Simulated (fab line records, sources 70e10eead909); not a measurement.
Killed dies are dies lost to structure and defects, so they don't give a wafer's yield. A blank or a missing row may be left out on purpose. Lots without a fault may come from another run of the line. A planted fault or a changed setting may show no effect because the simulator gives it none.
Which tool did it? | flow nand_harc | 24 lots, 72 wafers sampled, at 6 steps of a route of 1159

WHAT THE GAUGES READ, wafer by wafer
The record holds no reading of a measuring or inspecting step that can be judged against a usual standard deviation.

WHICH TOOL RAN EACH LOT (tool, then ch and the chambers of the sampled wafers, then the start)
lot  | NHARC_A_CHANNEL_HOLE_D1_ETCH_44    | NHARC_A_CHANNEL_HOLE_D1_XSEM_31 | NHARC_A_CHANNEL_FILL_D1_ALD_02   | NHARC_A_STAIRCASE_ETCH_13      | NHARC_A_STAIRCASE_TRIM_22      | NHARC_A_STAIRCASE_ETCH_23
L074 | rie_diel-04 ch 2,3, day 8 12:04    | xsem-02 ch 0, day 8 12:58       | ald_hk-04 ch 0,1,2, day 8 13:33  | rie_diel-13 ch 0,1,2, no start | rie_diel-13 ch 2,3, no start   | rie_diel-13 ch 0,1,3, no start
L075 | rie_diel-06 ch 1,2, day 8 22:26    | xsem-01 ch 0, day 8 23:19       | ald_hk-03 ch 0,1,2, day 8 23:45  | rie_diel-13 ch 0,2,3, no start | rie_diel-10 ch 2,3, no start   | rie_diel-10 ch 2,3, no start
L076 | rie_diel-04 ch 1,2,3, day 9 02:47  | xsem-02 ch 0, day 9 03:48       | ald_hk-02 ch 1,2,3, day 9 05:03  | rie_diel-13 ch 0,2, no start   | rie_diel-13 ch 0,1,2, no start | rie_diel-13 ch 0,3, no start
L077 | rie_diel-06 ch 0,1,3, day 9 03:02  | xsem-01 ch 0, day 9 03:55       | ald_hk-02 ch 2,3, day 9 05:20    | rie_diel-09 ch 0,1,3, no start | rie_diel-10 ch 1,3, no start   | rie_diel-10 ch 0,3, no start
L078 | rie_diel-04 ch 0,1,3, day 9 06:27  | xsem-02 ch 0, day 9 07:19       | ald_hk-04 ch 2,3, day 9 07:43    | rie_diel-09 ch 0,1,2, no start | rie_diel-13 ch 2,3, no start   | rie_diel-13 ch 1,2,3, no start
L080 | rie_diel-04 ch 0,1,2, day 10 04:07 | xsem-01 ch 0, day 10 05:00      | ald_hk-04 ch 1,2, day 10 05:18   | rie_diel-10 ch 0,1, no start   | rie_diel-10 ch 0,1, no start   | rie_diel-10 ch 0,2, no start
L079 | rie_diel-06 ch 1,2,3, day 10 04:39 | xsem-02 ch 0, day 10 05:32      | ald_hk-04 ch 0,1,2, day 10 05:49 | rie_diel-09 ch 0,2,3, no start | rie_diel-09 ch 0,1,3, no start | rie_diel-09 ch 0,1,3, no start
L082 | rie_diel-04 ch 1,3, day 10 11:49   | xsem-01 ch 0, day 10 12:42      | ald_hk-04 ch 2,3, day 10 15:08   | rie_diel-09 ch 1,3, no start   | rie_diel-09 ch 1,3, no start   | rie_diel-09 ch 0,1,3, no start
L081 | rie_diel-11 ch 2,3, day 10 12:33   | xsem-02 ch 0, day 10 13:25      | ald_hk-04 ch 1,2,3, day 10 15:31 | rie_diel-09 ch 1,2, no start   | rie_diel-10 ch 0,1, no start   | rie_diel-10 ch 0,1, no start
L083 | rie_diel-11 ch 0,1,2, day 10 15:59 | xsem-01 ch 0, day 10 16:52      | ald_hk-03 ch 0,1,3, day 10 20:40 | rie_diel-13 ch 1,2,3, no start | rie_diel-13 ch 1,2,3, no start | rie_diel-13 ch 0,1, no start
L084 | rie_diel-04 ch 1,2,3, day 10 22:53 | xsem-02 ch 0, day 10 23:46      | ald_hk-03 ch 0,2, day 11 00:04   | rie_diel-09 ch 0,1,3, no start | rie_diel-13 ch 0,2, no start   | rie_diel-13 ch 1,2,3, no start
L087 | rie_diel-04 ch 0,1,3, day 11 13:40 | xsem-01 ch 0, day 11 14:35      | ald_hk-03 ch 0,3, day 11 14:53   | rie_diel-09 ch 0,2,3, no start | rie_diel-09 ch 1,2,3, no start | rie_diel-09 ch 0,1, no start
L086 | rie_diel-11 ch 0,2, day 11 13:49   | xsem-02 ch 0, day 11 14:43      | ald_hk-03 ch 1,3, day 11 15:19   | rie_diel-13 ch 0,1,3, no start | rie_diel-09 ch 0,2,3, no start | rie_diel-09 ch 0,3, no start
L085 | rie_diel-06 ch 0,3, day 11 17:49   | xsem-01 ch 0, day 11 18:43      | ald_hk-03 ch 1,2, day 11 19:00   | rie_diel-10 ch 1,2, no start   | rie_diel-09 ch 0,1,2, no start | rie_diel-09 ch 2,3, no start
L088 | rie_diel-06 ch 0,2,3, day 12 05:10 | xsem-02 ch 0, day 12 06:04      | ald_hk-03 ch 1,2,3, day 12 06:21 | rie_diel-09 ch 0,2,3, no start | rie_diel-09 ch 0,2,3, no start | rie_diel-09 ch 1,2,3, no start
L089 | rie_diel-04 ch 1,2,3, day 12 05:28 | xsem-01 ch 0, day 12 06:20      | ald_hk-02 ch 1,3, day 12 06:43   | rie_diel-10 ch 0,3, no start   | rie_diel-10 ch 1,2,3, no start | rie_diel-10 ch 0,1,2, no start
L090 | rie_diel-11 ch 0,1,2, day 12 12:32 | xsem-02 ch 0, day 12 13:32      | ald_hk-04 ch 0,1, day 12 14:20   | rie_diel-09 ch 1,2,3, no start | rie_diel-13 ch 0,2, no start   | rie_diel-13 ch 0,1, no start
L091 | rie_diel-06 ch 0,1, day 12 21:46   | xsem-02 ch 0, day 12 22:47      | ald_hk-04 ch 0,2,3, day 12 23:13 | rie_diel-10 ch 1,2,3, no start | rie_diel-13 ch 0,1, no start   | rie_diel-13 ch 0,1,2, no start
L092 | rie_diel-04 ch 0,1,2, day 12 21:50 | xsem-01 ch 0, day 12 22:43      | ald_hk-03 ch 1,2,3, day 12 23:01 | rie_diel-10 ch 0,2,3, no start | rie_diel-09 ch 1,2,3, no start | rie_diel-09 ch 0,1,3, no start
L093 | rie_diel-11 ch 0,1,3, day 13 01:53 | xsem-01 ch 0, day 13 02:45      | ald_hk-04 ch 0,2,3, day 13 03:04 | rie_diel-10 ch 0,1,3, no start | rie_diel-10 ch 0,2,3, no start | rie_diel-10 ch 0,1,2, no start
L094 | rie_diel-06 ch 0,1,3, day 13 02:02 | xsem-02 ch 0, day 13 03:03      | ald_hk-04 ch 0,1,3, day 13 03:29 | rie_diel-13 ch 0,1,3, no start | rie_diel-10 ch 0,1,2, no start | rie_diel-10 ch 0,1,2, no start
L095 | rie_diel-04 ch 0,1,2, day 13 12:02 | xsem-01 ch 0, day 13 12:56      | ald_hk-04 ch 0,1,3, day 13 13:13 | rie_diel-09 ch 0,2,3, no start | rie_diel-13 ch 1,2,3, no start | rie_diel-13 ch 1,2,3, no start
L096 | rie_diel-11 ch 0,2, day 13 14:14   | xsem-01 ch 0, day 13 15:14      | ald_hk-04 ch 0,1,3, day 13 15:31 | rie_diel-13 ch 0,1,3, no start | rie_diel-09 ch 2,3, no start   | rie_diel-09 ch 1,2,3, no start
L097 | rie_diel-04 ch 0,2,3, day 14 12:14 | xsem-01 ch 0, day 14 13:08      | ald_hk-04 ch 0,1,3, day 14 13:30 | rie_diel-09 ch 1,3, no start   | rie_diel-09 ch 0,2,3, no start | rie_diel-09 ch 0,1, no start
- NHARC_A_CHANNEL_HOLE_D1_ETCH_44: etches the open film in CF4/O2, target depth 140 nm, overetch 14 nm, time 77 s.
- NHARC_A_CHANNEL_HOLE_D1_XSEM_31
- NHARC_A_CHANNEL_FILL_D1_ALD_02: deposits SiO2, target thk 6 nm, pulse time 10 s, ald cycles 60.
- NHARC_A_STAIRCASE_ETCH_13: etches the open film in C4F8/O2, target depth 100 nm, time 40.5 s.
- NHARC_A_STAIRCASE_TRIM_22: chemistry O2, time 211.2 s.
- NHARC_A_STAIRCASE_ETCH_23: etches the open film in C4F8/O2, target depth 100 nm, time 40.5 s.

WHAT THE TOOLS THEMSELVES READ (means of the sampled wafers that have a number; where no wafer has one, the mark that the record gives instead)
NHARC_A_CHANNEL_HOLE_D1_ETCH_44. Usual: drypump_motor_current_A 5.6 A, standard deviation 0.51; oes_product_au 1.002 a.u., standard deviation 0.0084; rf_vpp_V 197.9 V, standard deviation 1.3; showerhead_plenum_p_Torr 1.35 Torr, standard deviation 0.05; throttle_valve_pct 13.397 %, standard deviation 0.009.
lot  | tool        | drypump_motor_current_A (A) | oes_product_au (a.u.) | rf_vpp_V (V) | showerhead_plenum_p_Torr (Torr) | throttle_valve_pct (%) | flag
L074 | rie_diel-04 | 6.1                         | 1.000                 | 197.5        | 1.38                            | 13.405                 |
L075 | rie_diel-06 | 5.6                         | 1.002                 | 196.9        | 1.28                            | 13.395                 |
L076 | rie_diel-04 | 5.6                         | 0.998                 | 197.9        | 1.35                            | 13.400                 |
L077 | rie_diel-06 | 5.3                         | 1.010                 | 197.6        | 1.31                            | 13.405                 |
L078 | rie_diel-04 | 5.3                         | 1.003                 | 198.0        | 1.36                            | 13.397                 |
L080 | rie_diel-04 | 5.7                         | 1.002                 | 198.2        | 1.38                            | 13.397                 |
L079 | rie_diel-06 | 5.6                         | 1.007                 | 197.2        | 1.31                            | 13.391                 |
L082 | rie_diel-04 | 5.2                         | 1.004                 | 197.4        | 1.33                            | 13.400                 |
L081 | rie_diel-11 | 6.1                         | 1.005                 | 198.0        | 1.37                            | 13.398                 |
L083 | rie_diel-11 | 6.2                         | 0.994                 | 198.7        | 1.37                            | 13.391                 |
L084 | rie_diel-04 | 5.6                         | 1.003                 | 198.1        | 1.35                            | 13.396                 |
L087 | rie_diel-04 | 5.3                         | 0.999                 | 198.1        | 1.36                            | 13.399                 |
L086 | rie_diel-11 | 6.3                         | 1.003                 | 197.9        | 1.36                            | 13.397                 |
L085 | rie_diel-06 | 5.3                         | 0.998                 | 198.2        | 1.32                            | 13.398                 |
L088 | rie_diel-06 | 5.6                         | 0.996                 | 198.3        | 1.32                            | 13.386                 |
L089 | rie_diel-04 | 5.6                         | 1.000                 | 197.2        | 1.35                            | 13.398                 |
L090 | rie_diel-11 | 6.2                         | 0.992                 | 198.9        | 1.37                            | 13.392                 |
L091 | rie_diel-06 | 5.1                         | 1.012                 | 196.9        | 1.27                            | 13.391                 |
L092 | rie_diel-04 | 5.7                         | 0.994                 | 198.9        | 1.38                            | 13.397                 |
L093 | rie_diel-11 | 6.0                         | 0.999                 | 197.6        | 1.35                            | 13.393                 |
L094 | rie_diel-06 | 5.3                         | 1.008                 | 196.2        | 1.30                            | 13.393                 |
L095 | rie_diel-04 | 5.7                         | 0.998                 | 198.2        | 1.38                            | 13.397                 |
L096 | rie_diel-11 | 6.3                         | 0.999                 | 198.9        | 1.35                            | 13.404                 |
L097 | rie_diel-04 | 5.7                         | 1.012                 | 198.5        | 1.38                            | 13.399                 |

NHARC_A_CHANNEL_HOLE_D1_XSEM_31. Usual: bot_cd_nm 74.6 nm, standard deviation 1.5; bow_nm 8.61 nm, standard deviation 0.28; tilt_deg 0.08 degrees, standard deviation 0.052.
lot  | tool    | bot_cd_nm (nm) | bow_nm (nm) | tilt_deg (degrees) | flag
L074 | xsem-02 | 75.1           | 8.88        | 0.04               |
L075 | xsem-01 | 74.3           | 8.88        | 0.09               |
L076 | xsem-02 | 74.3           | 8.56        | 0.10               |
L077 | xsem-01 | 75.1           | 9.06        | 0.09               |
L078 | xsem-02 | 74.7           | 8.61        | 0.02               |
L080 | xsem-01 | 75.9           | 8.45        | 0.09               |
L079 | xsem-02 | 75.6           | 8.68        | 0.15               |
L082 | xsem-01 | 73.8           | 8.27        | 0.02               |
L081 | xsem-02 | 74.6           | 8.21        | 0.07               |
L083 | xsem-01 | 73.8           | 8.59        | 0.17               |
L084 | xsem-02 | 73.4           | 8.89        | 0.14               |
L087 | xsem-01 | 74.1           | 8.82        | 0.21               |
L086 | xsem-02 | 72.5           | 8.45        | 0.03               |
L085 | xsem-01 | 74.0           | 8.26        | 0.07               |
L088 | xsem-02 | 74.0           | 9.17        | 0.04               |
L089 | xsem-01 | 75.8           | 8.63        | 0.17               |
L090 | xsem-02 | 76.8           | 8.38        | 0.06               |
L091 | xsem-02 | 73.3           | 8.73        | -0.01              |
L092 | xsem-01 | 75.7           | 8.52        | 0.07               |
L093 | xsem-01 | 74.7           | 8.87        | 0.07               |
L094 | xsem-02 | 75.1           | 8.48        | 0.08               |
L095 | xsem-01 | 75.9           | 8.56        | 0.04               |
L096 | xsem-01 | 76.1           | 8.66        | 0.12               |
L097 | xsem-01 | 73.9           | 8.02        | 0.08               |

NHARC_A_CHANNEL_FILL_D1_ALD_02. Usual: heater_power_w 482 W, standard deviation 45; precursor_pulse_height_rel 1.002, standard deviation 0.019.
lot  | tool      | heater_power_w (W) | precursor_pulse_height_rel | flag
L074 | ald_hk-04 | 467                | 1.002                      |
L075 | ald_hk-03 | 500                | 1.018                      |
L076 | ald_hk-02 | 538                | 0.987                      |
L077 | ald_hk-02 | 535                | 1.028                      |
L078 | ald_hk-04 | 518                | 0.996                      |
L080 | ald_hk-04 | 476                | 0.986                      |
L079 | ald_hk-04 | 466                | 0.998                      |
L082 | ald_hk-04 | 513                | 0.983                      |
L081 | ald_hk-04 | 499                | 1.002                      |
L083 | ald_hk-03 | 456                | 1.001                      |
L084 | ald_hk-03 | 495                | 1.007                      |
L087 | ald_hk-03 | 420                | 0.986                      |
L086 | ald_hk-03 | 469                | 1.011                      |
L085 | ald_hk-03 | 509                | 0.996                      |
L088 | ald_hk-03 | 470                | 1.009                      |
L089 | ald_hk-02 | 549                | 0.971                      |
L090 | ald_hk-04 | 443                | 1.007                      |
L091 | ald_hk-04 | 492                | 1.006                      |
L092 | ald_hk-03 | 467                | 0.981                      |
L093 | ald_hk-04 | 491                | 1.006                      |
L094 | ald_hk-04 | 475                | 1.010                      |
L095 | ald_hk-04 | 483                | 1.007                      |
L096 | ald_hk-04 | 479                | 0.998                      |
L097 | ald_hk-04 | 482                | 1.025                      |

NHARC_A_STAIRCASE_ETCH_13. Usual: oes_product_au 0.938 a.u., standard deviation 0.013; rf_vpp_V 893 V, standard deviation 3.7.
lot  | tool        | oes_product_au (a.u.) | rf_vpp_V (V) | flag
L074 | rie_diel-13 | 0.951                 | 894          |
L075 | rie_diel-13 | 0.946                 | 893          |
L076 | rie_diel-13 | 0.935                 | 892          |
L077 | rie_diel-09 | 0.959                 | 892          |
L078 | rie_diel-09 | 0.925                 | 893          |
L080 | rie_diel-10 | 0.945                 | 899          |
L079 | rie_diel-09 | 0.951                 | 892          |
L082 | rie_diel-09 | 0.933                 | 890          |
L081 | rie_diel-09 | 0.948                 | 891          |
L083 | rie_diel-13 | 0.942                 | 893          |
L084 | rie_diel-09 | 0.939                 | 892          |
L087 | rie_diel-09 | 0.949                 | 892          |
L086 | rie_diel-13 | 0.948                 | 895          |
L085 | rie_diel-10 | 0.920                 | 895          |
L088 | rie_diel-09 | 0.935                 | 891          |
L089 | rie_diel-10 | 0.917                 | 892          |
L090 | rie_diel-09 | 0.947                 | 889          |
L091 | rie_diel-10 | 0.922                 | 895          |
L092 | rie_diel-10 | 0.949                 | 891          |
L093 | rie_diel-10 | 0.930                 | 896          |
L094 | rie_diel-13 | 0.954                 | 894          |
L095 | rie_diel-09 | 0.933                 | 891          |
L096 | rie_diel-13 | 0.929                 | 895          |
L097 | rie_diel-09 | 0.931                 | 890          |

NHARC_A_STAIRCASE_TRIM_22. Usual: drypump_motor_current_A 6.0 A, standard deviation 0.48; oes_product_au 1.000 a.u., standard deviation 0.0087; rf_vpp_V 57.7 V, standard deviation 0.85; showerhead_plenum_p_Torr 3.45 Torr, standard deviation 0.1; throttle_valve_pct 17.037 %, standard deviation 0.0095.
lot  | tool        | drypump_motor_current_A (A) | oes_product_au (a.u.) | rf_vpp_V (V) | showerhead_plenum_p_Torr (Torr) | throttle_valve_pct (%) | flag
L074 | rie_diel-13 | 6.1                         | 1.006                 | 57.2         | 3.44                            | 17.042                 |
L075 | rie_diel-10 | 5.3                         | 0.999                 | 58.1         | 3.44                            | 17.041                 |
L076 | rie_diel-13 | 6.1                         | 1.004                 | 57.8         | 3.47                            | 17.038                 |
L077 | rie_diel-10 | 5.7                         | 0.994                 | 58.4         | 3.57                            | 17.027                 |
L078 | rie_diel-13 | 6.1                         | 1.011                 | 57.5         | 3.44                            | 17.037                 |
L080 | rie_diel-10 | 5.5                         | 0.997                 | 57.9         | 3.59                            | 17.036                 |
L079 | rie_diel-09 | 6.2                         | 1.001                 | 57.0         | 3.43                            | 17.033                 |
L082 | rie_diel-09 | 6.3                         | 1.004                 | 56.8         | 3.38                            | 17.029                 |
L081 | rie_diel-10 | 5.6                         | 1.006                 | 57.6         | 3.50                            | 17.038                 |
L083 | rie_diel-13 | 6.2                         | 1.001                 | 57.4         | 3.44                            | 17.037                 |
L084 | rie_diel-13 | 5.8                         | 1.006                 | 57.2         | 3.47                            | 17.036                 |
L087 | rie_diel-09 | 6.4                         | 0.997                 | 58.0         | 3.36                            | 17.042                 |
L086 | rie_diel-09 | 6.2                         | 0.998                 | 58.2         | 3.41                            | 17.025                 |
L085 | rie_diel-09 | 6.1                         | 1.000                 | 57.4         | 3.43                            | 17.042                 |
L088 | rie_diel-09 | 6.2                         | 0.996                 | 58.0         | 3.41                            | 17.043                 |
L089 | rie_diel-10 | 5.4                         | 0.996                 | 57.5         | 3.52                            | 17.037                 |
L090 | rie_diel-13 | 5.8                         | 1.003                 | 57.2         | 3.46                            | 17.041                 |
L091 | rie_diel-13 | 6.4                         | 0.994                 | 58.3         | 3.49                            | 17.039                 |
L092 | rie_diel-09 | 6.4                         | 0.996                 | 57.0         | 3.35                            | 17.037                 |
L093 | rie_diel-10 | 5.5                         | 1.005                 | 57.8         | 3.42                            | 17.036                 |
L094 | rie_diel-10 | 5.4                         | 0.990                 | 57.8         | 3.49                            | 17.039                 |
L095 | rie_diel-13 | 6.2                         | 1.000                 | 57.1         | 3.43                            | 17.033                 |
L096 | rie_diel-09 | 6.6                         | 0.989                 | 57.0         | 3.33                            | 17.036                 |
L097 | rie_diel-09 | 6.3                         | 0.988                 | 58.2         | 3.40                            | 17.024                 |

NHARC_A_STAIRCASE_ETCH_23. Usual: oes_product_au 0.943 a.u., standard deviation 0.013; rf_vpp_V 893 V, standard deviation 3.8.
lot  | tool        | oes_product_au (a.u.) | rf_vpp_V (V) | flag
L074 | rie_diel-13 | 0.943                 | 894          |
L075 | rie_diel-10 | 0.948                 | 893          |
L076 | rie_diel-13 | 0.944                 | 895          |
L077 | rie_diel-10 | 0.962                 | 893          |
L078 | rie_diel-13 | 0.942                 | 893          |
L080 | rie_diel-10 | 0.934                 | 891          |
L079 | rie_diel-09 | 0.951                 | 892          |
L082 | rie_diel-09 | 0.949                 | 893          |
L081 | rie_diel-10 | 0.939                 | 895          |
L083 | rie_diel-13 | 0.940                 | 895          |
L084 | rie_diel-13 | 0.951                 | 892          |
L087 | rie_diel-09 | 0.945                 | 893          |
L086 | rie_diel-09 | 0.958                 | 892          |
L085 | rie_diel-09 | 0.948                 | 889          |
L088 | rie_diel-09 | 0.941                 | 890          |
L089 | rie_diel-10 | 0.936                 | 895          |
L090 | rie_diel-13 | 0.952                 | 895          |
L091 | rie_diel-13 | 0.943                 | 894          |
L092 | rie_diel-09 | 0.967                 | 892          |
L093 | rie_diel-10 | 0.941                 | 894          |
L094 | rie_diel-10 | 0.935                 | 895          |
L095 | rie_diel-13 | 0.919                 | 893          |
L096 | rie_diel-09 | 0.932                 | 888          |
L097 | rie_diel-09 | 0.945                 | 892          |

THE ANSWER, worked out from the rows above alone
Rule: a lot is off if the mean of its wafers that have a number lies more than 3 standard deviations from the usual mean. A lot without any number at a reading at which 4 lots or more have one is off too. The other lots that the step has rows for count as sound. The gauges are gone through in route order, then the tools' own readings, and for those a lot's mean is taken as printed above. The first step at which some lot is off is used, and at that step the reading that is off furthest; a lot without a number counts as furthest.
No lot is off at any reading shown: from this, nothing can be told.

WHAT THE SIMULATOR HAD PUT IN
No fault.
